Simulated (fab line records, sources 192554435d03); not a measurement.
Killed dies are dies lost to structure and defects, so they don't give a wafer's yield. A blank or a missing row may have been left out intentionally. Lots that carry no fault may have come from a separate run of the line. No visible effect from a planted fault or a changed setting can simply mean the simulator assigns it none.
A single fault, viewed from 2 desks / flow n5_finfet / each desk holds nothing but its own numbers, with what lay behind them at the end

== FOR THE TOOL OWNER'S DESK: rie_diel-04 ==
The tool's own readings at N5_BEOL_M15_TRENCH_ETCH_34 (etches SiO2 in C4F8/O2/Ar, target depth 872.93 nm, time 199 s): means of the sampled wafers that have a number, for each lot that ran on this tool. If a lot's mean is further than 4 standard deviations from the usual mean, the lot is out of limits and carries the mark OUT (the distance appears in the brackets). Readings shown: 7 out of 9 (the first out of limits, and those lying furthest out on some lot).
Columns: A = bias_w at N5_BEOL_M15_TRENCH_ETCH_34, usual 2041 W; B = chamber_pressure_mTorr at N5_BEOL_M15_TRENCH_ETCH_34, usual 20.001 mTorr; C = drypump_motor_current_A at N5_BEOL_M15_TRENCH_ETCH_34, usual 5.9 A; D = oes_product_au at N5_BEOL_M15_TRENCH_ETCH_34, usual 0.83 a.u.; E = rf_vpp_V at N5_BEOL_M15_TRENCH_ETCH_34, usual 2202 V; F = showerhead_plenum_p_Torr at N5_BEOL_M15_TRENCH_ETCH_34, usual 3.46 Torr; G = throttle_valve_pct at N5_BEOL_M15_TRENCH_ETCH_34, usual 30.87 %
lot=L415; first seen here=day 11 23:10; A=2039; B=19.992; C=5.4; D=0.90; E=2212; F=3.55; G=30.97
lot=L416; first seen here=day 12 13:53; A=2035; B=19.984; C=5.4; D=0.91; E=2204; F=3.56; G=30.64
lot=L423; first seen here=day 14 08:11; A=2046; B=20.014; C=5.4; D=0.87; E=2207; F=3.55; G=30.82
lot=L431; first seen here=day 17 02:44; A=2130 (+15) OUT; B=20.009; C=5.5; D=0.90; E=2292; F=3.51; G=30.70
lot=L432; first seen here=day 17 03:34; A=2135 (+16) OUT; B=20.011; C=5.4; D=0.86; E=2275; F=3.54; G=30.85
This desk's verdict: out of limits on L431, L432, starting with L431 at day 17 02:44 (bias_w at N5_BEOL_M15_TRENCH_ETCH_34). L415, L416, L423 stayed within limits.

== THE DEFECT DESK ==
What the inspections along the route counted, lot by lot: means of the sampled wafers that have a number. If a lot's mean is further than 4 standard deviations from the usual mean, the lot is out of limits and carries the mark OUT (the distance appears in the brackets).
Columns: A = raw_defect_count at N5_BEOL_M15_INSPECT_30, usual 2.3
lot=L414; first seen here=day 11 21:52; A=3.0
lot=L415; first seen here=day 11 22:21; A=2.7
lot=L416; first seen here=day 12 13:46; A=3.0
lot=L419; first seen here=day 13 08:13; A=3.3
lot=L418; first seen here=day 13 11:02; A=2.7
lot=L423; first seen here=day 14 08:04; A=1.0
lot=L422; first seen here=day 14 12:28; A=3.3
lot=L431; first seen here=day 17 02:37; A=2.7
lot=L432; first seen here=day 17 03:26; A=3.7
lot=L434; first seen here=day 17 18:40; A=2.3
Finding of this desk: none of the 10 lots has anything out of limits.

== PUT TOGETHER ==
The tool owner's desk had the chance to raise an alarm at day 17 02:44 on L431, L432.
No out-of-limits result turned up at the defect desk.
The defect desk has L431, L432 on record, within its limits.
Every lot named ran N5_BEOL_M15_TRENCH_ETCH_34 on rie_diel-04.

== WHAT THE SIMULATOR PUT IN ==
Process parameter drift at N5_BEOL_M15_TRENCH_ETCH_34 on rie_diel-04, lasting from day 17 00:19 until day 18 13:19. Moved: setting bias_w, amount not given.
Lots struck among those shown: L431, L432.
How many hours passed from the start of the fault until each desk's first out-of-limits reading: the tool owner's desk, 2.
